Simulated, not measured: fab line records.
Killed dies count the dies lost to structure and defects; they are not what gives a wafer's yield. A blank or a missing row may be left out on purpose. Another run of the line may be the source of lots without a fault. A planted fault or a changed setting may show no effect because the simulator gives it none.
Matching of chambers | flow n5 finfet | 4 sister chambers for N5_STI_FIN_REVEAL_ETCH_34 on rie si-06
The step etches Si in H2, material Si, target depth 0.97 nm. 18 wafers are shown with their chamber, then 9 later ones without.

WAFERS, EACH WITH ITS CHAMBER
wafer  | chamber | throttle valve pct (%) | oes product au (a.u.)
L074.3 | 3       | 25.5                   | 0.993
L074.5 | 0       | 25.7                   | 0.987
L074.6 | 3       | 25.4                   | 1.002
L077.1 | 1       | 25.4                   | 0.998
L077.4 | 3       | 25.4                   | 1.003
L077.6 | 0       | 25.7                   | 0.969
L081.1 | 1       | 25.4                   | 0.988
L081.2 | 2       | 26.1                   | 0.994
L081.5 | 1       | 25.4                   | 1.000
L082.3 | 0       | 25.7                   | 0.986
L082.4 | 2       | 26.1                   | 0.986
L082.6 | 3       | 25.5                   | 1.006
L084.2 | 0       | 25.7                   | 0.986
L084.3 | 1       | 25.4                   | 1.002
L084.4 | 2       | 26.1                   | 0.993
L088.2 | 2       | 26.1                   | 1.002
L088.4 | 3       | 25.4                   | 0.997
L088.5 | 1       | 25.4                   | 0.990

SIGNATURES (averages over the wafers above)
reading            | chamber 0 | chamber 1 | chamber 2 | chamber 3 | scatter within a chamber
throttle valve pct | 25.700    | 25.400    | 26.100    | 25.440    | 0.0293
oes product au     | 0.98200   | 0.99560   | 0.99375   | 1.00020   | 0.00664
Rule: distance of a wafer from a chamber = root of the sum over the readings of ((wafer's reading minus chamber's mean) / reading's scatter) squared. If the next closest chamber is less than 2 further off than the closest, the wafer can't be placed; otherwise it belongs to the closest. The scatter: take each reading less its chamber's mean, square it, sum over the shown wafers, divide by the number of wafers less the number of chambers, and take the root.

WAFERS MISSING THEIR CHAMBER
wafer  | throttle valve pct (%) | oes product au (a.u.)
L090.3 | 25.4                   | 1.005
L090.4 | 26.1                   | 0.999
L090.6 | 25.4                   | 0.996
L092.1 | 25.7                   | 0.991
L092.3 | 25.5                   | 1.009
L092.4 | 26.1                   | 1.004
L096.1 | 26.1                   | 0.994
L096.4 | 25.7                   | 0.980
L096.5 | 25.4                   | 1.005

WHICH CHAMBER EACH ONE RAN IN
wafer  | from the rows above     | in truth
L090.3 | can't be placed: 1 or 3 | 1
L090.4 | 2                       | 2
L090.6 | can't be placed: 1 or 3 | 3
L092.1 | 0                       | 0
L092.3 | can't be placed: 3 or 1 | 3
L092.4 | 2                       | 2
L096.1 | 2                       | 2
L096.4 | 0                       | 0
L096.5 | can't be placed: 1 or 3 | 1
Correct placement for 5 of the 9. Cannot be placed on the basis of these rows: 4; the candidates contain the true chamber in 4. Wrongly placed: 0.
